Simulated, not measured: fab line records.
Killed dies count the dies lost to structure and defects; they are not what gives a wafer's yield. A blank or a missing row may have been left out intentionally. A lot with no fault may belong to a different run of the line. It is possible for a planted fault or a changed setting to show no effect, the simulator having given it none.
Problem report, 8D (eight disciplines) form, completed by code + flow nand_harc + the parts of the form that need people (team, actions taken, sign-off) are left out

## 1. THE PROBLEM
killed_at_periphery at NHARC_END_SORT_01 reads a mean of 609.7 on 6 wafers of 2 lots; wafers without a fault read 3.5 with a standard deviation of 2.5. So: +99 or more standard deviations from the usual mean.
Seen first at day 29 22:08 on prober-01, wafer L232.3. At this step, 6 wafers from 2 lots have a number in the record. Rule for "out" (also "out of limits"): further than 4 standard deviations from the usual mean. All remaining wafers that have a number are taken as sound.

## 2. WHAT THIS IS AND IS NOT
| question                    | is                               | is not                        |
|-----------------------------|----------------------------------|-------------------------------|
| which readings at this step | killed_at_periphery, killed_dies | killed_at_array, killed_short |
| which lots                  | L232, L233                       | -                             |
| which wafers of those lots  | all that have a number           | -                             |
| read on which gauges        | prober-01, prober-02             | -                             |
| when                        | from day 29 22:08                | up to then (0 sound wafers)   |

## 3. THE SUSPECTS, EACH WITH WHAT RULES IT OUT
Counting: any tool at a process step up to the reading is kept as a suspect provided that every lot that is out went through it and no sound lot did after the first of them.
- the gauge at NHARC_END_SORT_01: ruled out. The wafers that are out were read on 2 gauges (prober-01, prober-02).
- lpcvd-02 at NHARC_P_STI_HM_DEP_30 (deposits Si3N4, target thk 80 nm, time 873 s): kept. It ran every lot that is out, first L232 (day 8 03:00), and no sound lot after that.
The count leaves lpcvd-02 at NHARC_P_STI_HM_DEP_30.

## 4. THE CAUSE (what the simulator had put in)
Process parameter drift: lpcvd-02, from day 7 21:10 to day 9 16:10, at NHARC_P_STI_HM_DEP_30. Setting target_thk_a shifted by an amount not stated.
This tool alone remained once counting was done.

## 5. SEQUENCE OF EFFECTS, ordered by route
Each row: a reading whose mean over the struck wafers that have a number lies more than 3 standard deviations from the usual. Only readings whose record carries a usual standard deviation are examined. hours: median over the lots of the time between each lot's start at the first step of this table that gives one and its start at this step. sigmas: the change, counted in usual standard deviations.
| hours | step              | reading             | usual | on struck wafers | change | sigmas      |
|-------|-------------------|---------------------|-------|------------------|--------|-------------|
| 0     | NHARC_END_SORT_01 | killed_at_periphery | 3.5   | 609.7            | +606.2 | +99 or more |
| 0     | NHARC_END_SORT_01 | killed_dies         | 62    | 677              | +615   | +29         |

## 6. HOW IT WOULD HAVE BEEN CAUGHT EARLIER
Counted from the fault's start at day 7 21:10, it took 529 hours until the first out-of-limits reading at a measuring or inspecting step in this record, taken at day 29 22:08.
Tool readings at NHARC_P_STI_HM_DEP_30 with a usual standard deviation given in the record: none out on any struck wafer, hence no alarm at a limit of 4 standard deviations on them.
Each of the lots that are out, 2 in all, had begun NHARC_P_STI_HM_DEP_30 on lpcvd-02 no later than day 29 22:08. Had the tool been put on hold then, not one of them would have been saved.
